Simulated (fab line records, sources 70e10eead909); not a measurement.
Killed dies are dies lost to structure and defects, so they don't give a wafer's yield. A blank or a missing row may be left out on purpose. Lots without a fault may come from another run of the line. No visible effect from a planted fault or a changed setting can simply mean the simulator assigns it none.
A lot that was struck, set against a sound lot -- flow nand-harc -- 14 out of 1159 route steps
Sound: the wafers L967.2, L967.5, L967.6. Struck: wafer L979.1. (L979.4 of the same lot was not struck and is left out.) The cause comes at the end.
At each step with rows: each side's tool, then ch and its chambers, then its first start. Under that, the readings that differ: sound wafers -- struck wafers -- difference of the means -- sigmas: that difference in standard deviations of wafers without a fault.
alike: readings with means less than 2 such deviations apart, plus words and numbers identical on both sides. not compared: withheld readings, readings lacking a value on some wafer, bounds such as >300 that could conceal the same value, and numbers that have no deviation in the record and whose values overlap.
A row with sigmas, a row that says differs or no value, or rows on one side alone: a step with any of these is where the two part. Non-overlapping numbers with no deviation appear without sigmas and do not part them. Lack of a reading on every wafer of one side parts them only where that side has two or more wafers.

NHARC_P_M0_CMP_23: polishes, t overpolish 20 s, target thk 117.53 nm.
  sound on cmp-04 ch 0,1,2, day 6 13:40; struck on cmp-04 ch 3, day 9 03:40
  alike: motor-current-A, slurry-flow-ml-min, time-to-endpoint-s
NHARC_P_M0_THK_MEAS_24: measures by xrf.
  sound: film-metro-02 at day 6 13:55; struck: film-metro-02 at day 9 03:58
  alike: thk-nm
then, 1 step without rows for these wafers: NHARC_P_M0_SRD_25.
NHARC_P_M0_INSPECT_27:
  sound: defect-inspect-02 at day 6 14:04; struck: defect-inspect-01 at day 9 04:08
  alike: raw-defect-count
NHARC_P_M0_PRE_CLEAN_31: time 12 s.
  sound on pecvd-03 ch 0,1, day 6 14:10; struck on pecvd-03 ch 2, day 9 04:13
  alike: heater-power-w
NHARC_P_M0_DEP_32: deposits SiCN, target thk 30 nm.
  sound on pecvd-03 ch 0,1, day 6 14:19; struck on pecvd-03 ch 2, day 9 04:19
  alike: heater-power-w
then, 5 steps without rows for these wafers: NHARC_P_M1_DEP_00 (deposits SiOC, target thk 182.5 nm); NHARC_P_M1_DEHYDRATE_01 (time 120 s); NHARC_P_M1_HMDS_02 (time 30 s); NHARC_P_M1_COAT_34 (time 65 s); NHARC_P_M1_COAT_03 (resist thk 90 nm).
NHARC_P_M1_SOFTBAKE_04: time 55 s.
  sound on litho-track-01 ch 0, day 6 15:00; struck on litho-track-01 ch 0, day 9 05:00
reading,sound,struck,difference,sigmas
heater-power-total-W (W),188.38 188.31 188.47,336.76,+148.37,+99 or more
then, 1 step without rows for these wafers: NHARC_P_M1_EBR_05.
-- break in the record here, with 14 days between the starts of the struck wafers on either side (left off in module P_M1, picked up again in module END, where the first step shown is number 1159 on the route) --
NHARC_END_SORT_01:
  sound on prober-01 ch 0, day 20 07:04; struck on prober-01 ch 0, day 22 21:04
  alike: defect-limited-yield, killed-at-array, killed-at-other, killed-at-periphery, killed-dies, killed-open, killed-short, sort_bin_2_pct, sort_bin_3_pct, sort_bin_4_pct, sort-n-pass, sort-rim-yield-pct, sort-yield-pct

== WHERE THEY PART ==
At NHARC_P_M1_SOFTBAKE_04 and nowhere else, as far as this record goes. Later steps at which nothing parts them and some readings are alike: NHARC_END_SORT_01.

WHY: what had been put in by the simulator
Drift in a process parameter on litho-track-01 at NHARC_P_M1_SOFTBAKE_04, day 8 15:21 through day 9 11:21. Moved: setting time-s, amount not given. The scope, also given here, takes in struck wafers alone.
